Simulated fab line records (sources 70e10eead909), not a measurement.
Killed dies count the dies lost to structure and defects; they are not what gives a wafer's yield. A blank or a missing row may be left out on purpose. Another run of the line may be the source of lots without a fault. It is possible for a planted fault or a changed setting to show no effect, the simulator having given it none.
A struck lot beside a sound one -- flow nand-harc -- 15 steps out of a route of 1302
Sound: the wafers L741.1, L741.3, L741.5. Wafers struck: L728.4, L728.5. The cause is named last.
Each step with rows lists, per side, the tool, then ch with its chambers, then its first start. Under that, the readings that differ: sound wafers -- struck wafers -- difference of the means -- sigmas: that difference in standard deviations of wafers without a fault.
alike: readings whose means differ by less than 2 such deviations, and words and numbers that are the same on both sides. not compared: withheld readings, readings that some wafer has no value for, bounds like >300 that may hide the same value, and numbers for which the record gives no deviation and whose values overlap.
The two part at a step that has a row with sigmas, a row that says differs or no value, or rows on one side only. Numbers that have no deviation but don't overlap get no sigmas and don't part them. A reading that every wafer of one side lacks parts them only if that side has two wafers or more.

first, 6 steps without rows for these wafers: NHARC_A_CONTACT_COAT_36 (resist thk 90 nm); NHARC_A_CONTACT_SOFTBAKE_37 (time 55 s); NHARC_A_CONTACT_EBR_38; NHARC_A_CONTACT_EXPOSE_39 (exposes mask A CC 3); NHARC_A_CONTACT_PEB_40 (peb time 65 s); NHARC_A_CONTACT_DEVELOP_41 (develop time 35 s).
NHARC_A_CONTACT_CD_MEAS_42: the cd target is 300 nm.
  sound on cd-sem-01 ch 0, day 30 21:23; struck on cd-sem-01 ch 0, day 25 12:08
  alike: cd-nm
NHARC_A_CONTACT_OVL_MEAS_43:
  sound on overlay-02, day 30 21:29; struck on overlay-01, day 25 12:13
  alike: overlay-x-nm, overlay-y-nm
NHARC_A_CONTACT_INSPECT_44:
  sound on defect-inspect-02, day 30 21:31; struck on defect-inspect-02, day 25 12:16
  alike: raw-defect-count
NHARC_A_CONTACT_DESCUM_47: chemistry O2, time 3 s.
  sound on rie-diel-12 ch 1,3, day 30 21:35; struck on rie-diel-03 ch 0,3, day 25 12:19
reading,sound,struck,difference,sigmas
oes-product-au (a.u.),0.995 0.982 0.982,1.007 1.012,+0.023,+2
  alike: drypump-motor-current-A, rf-vpp-V, showerhead-plenum-p-Torr, throttle-valve-pct
  not compared: rf-hours-counter-h
NHARC_A_CONTACT_ETCH_48: etches the open film in CF4, target depth 39 nm, time 65 s.
  sound on rie-diel-12 ch 1,2,3, day 30 21:47; struck on rie-diel-03 ch 0,1, day 25 12:24
  alike: cf4-flow-sccm, drypump-motor-current-A, oes-product-au, rf-vpp-V, showerhead-plenum-p-Torr, throttle-valve-pct
  not compared: rf-hours-counter-h
NHARC_A_CONTACT_ETCH_49: etches the open film in N2/H2, target depth 260 nm, time 475.3 s.
  sound on rie-diel-12 ch 0,2,3; struck on rie-diel-03 ch 0,3
  alike: drypump-motor-current-A, oes-product-au, rf-vpp-V, showerhead-plenum-p-Torr, throttle-valve-pct
  not compared: rf-hours-counter-h
NHARC_A_CONTACT_ETCH_50: etches the open film in CF4/CHF3, target depth 121 nm, time 60.5 s.
  sound on rie-diel-12 ch 0,1,2, day 30 22:17; struck on rie-diel-03 ch 1,2, day 25 12:53
reading,sound,struck,difference,sigmas
oes-product-au (a.u.),0.927 0.936 0.932,0.701 0.704,-0.229,-10
  alike: cf4-flow-sccm, chf3-flow-sccm, drypump-motor-current-A, rf-vpp-V, showerhead-plenum-p-Torr, throttle-valve-pct
  not compared: rf-hours-counter-h
NHARC_A_CONTACT_ETCH_51: etches the open film in O2/COS, target depth 7000 nm, time 1820 s.
  sound on rie-diel-12 ch 1,2,3; struck on rie-diel-03 ch 3
  alike: drypump-motor-current-A, oes-product-au, rf-vpp-V, showerhead-plenum-p-Torr, throttle-valve-pct
  not compared: rf-hours-counter-h
-- the record jumps here: 3 days lie between the struck wafers' starts before and after (it left off in module A_CONTACT and takes up again in module END, whose first step shown is number 1302 of the route) --
NHARC_END_SORT_01:
  the record has rows for the struck wafers here (prober-02 ch 0, day 28 13:29) and none for the sound ones

## WHERE THEY PART
Last at NHARC_END_SORT_01 as far as this record goes, first at NHARC_A_CONTACT_DESCUM_47.

WHY: what had been put in by the simulator
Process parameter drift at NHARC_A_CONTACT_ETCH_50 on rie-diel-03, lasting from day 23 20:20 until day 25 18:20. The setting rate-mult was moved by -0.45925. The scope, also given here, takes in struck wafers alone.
